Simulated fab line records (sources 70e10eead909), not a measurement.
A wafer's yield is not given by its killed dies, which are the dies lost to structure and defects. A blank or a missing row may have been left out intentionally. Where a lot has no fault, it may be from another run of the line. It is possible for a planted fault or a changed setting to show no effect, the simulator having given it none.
Chamber matching	flow nand-harc	NHARC_P_GATE_DESCUM_13 on rie-diel-11 has 4 sister chambers
The step chemistry O2, time 3 s. 20 wafers are shown with their chamber, then 10 later ones without.

WAFERS, EACH WITH ITS CHAMBER
wafer	chamber	drypump-motor-current-A (A)	oes-product-au (a.u.)	throttle-valve-pct (%)
L077.1	2	5.4	0.993	11.300
L077.5	3	5.4	1.036	11.293
L077.6	2	5.5	0.996	11.306
L078.2	0	5.7	0.970	11.301
L078.4	1	5.0	1.001	11.331
L078.5	0	5.7	0.970	11.309
L080.3	0	5.7	0.983	11.325
L080.4	1	5.0	1.000	11.307
L080.6	2	5.4	0.987	11.293
L082.1	3	5.4	1.024	11.299
L082.4	2	5.4	0.987	11.334
L082.5	2	5.4	0.979	11.315
L084.2	1	5.0	1.013	11.301
L084.3	3	5.5	1.026	11.308
L084.4	2	5.4	0.983	11.319
L086.1	1	5.0	1.004	11.313
L086.2	3	5.5	1.016	11.298
L086.5	2	5.5	0.985	11.315
L087.1	1	5.0	1.012	11.303
L087.2	2	5.4	0.984	11.308

SIGNATURES (averages over the wafers above)
reading	chamber 0	chamber 1	chamber 2	chamber 3	scatter within a chamber
drypump-motor-current-A	5.700	5.000	5.425	5.450	0.0395
oes-product-au	0.97433	1.00600	0.98675	1.02550	0.0065
throttle-valve-pct	11.31167	11.31100	11.31125	11.29950	0.0115
Rule: a wafer's distance from a chamber is the root of the sum, over the readings, of the square of ((its reading less the chamber's mean) divided by the reading's scatter). If the next closest chamber is less than 2 further off than the closest, the wafer can't be placed; otherwise it belongs to the closest. How the scatter is found: for the shown wafers, subtract from each reading the mean of its chamber, square and add these, divide the total by (wafers less chambers), then take the root.

WAFERS MISSING THEIR CHAMBER
wafer	drypump-motor-current-A (A)	oes-product-au (a.u.)	throttle-valve-pct (%)
L087.3	5.5	1.027	11.303
L089.1	5.5	1.024	11.327
L089.2	4.9	1.001	11.301
L089.3	5.7	0.983	11.302
L090.1	5.4	1.002	11.306
L090.3	5.7	0.989	11.310
L090.4	5.0	0.992	11.320
L095.1	5.7	0.990	11.316
L095.3	5.4	1.018	11.310
L095.4	5.0	1.017	11.320

WHICH CHAMBER EACH WENT THROUGH
wafer	from the rows above	in truth
L087.3	3	3
L089.1	3	3
L089.2	1	1
L089.3	0	0
L090.1	can't be placed: 2 or 3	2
L090.3	0	0
L090.4	1	1
L095.1	0	0
L095.3	3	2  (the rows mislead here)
L095.4	1	1
Correctly placed: 8 of 10. Can't be placed from these rows: 1 (the true chamber is among the candidates in 1). Number placed wrongly: 1.
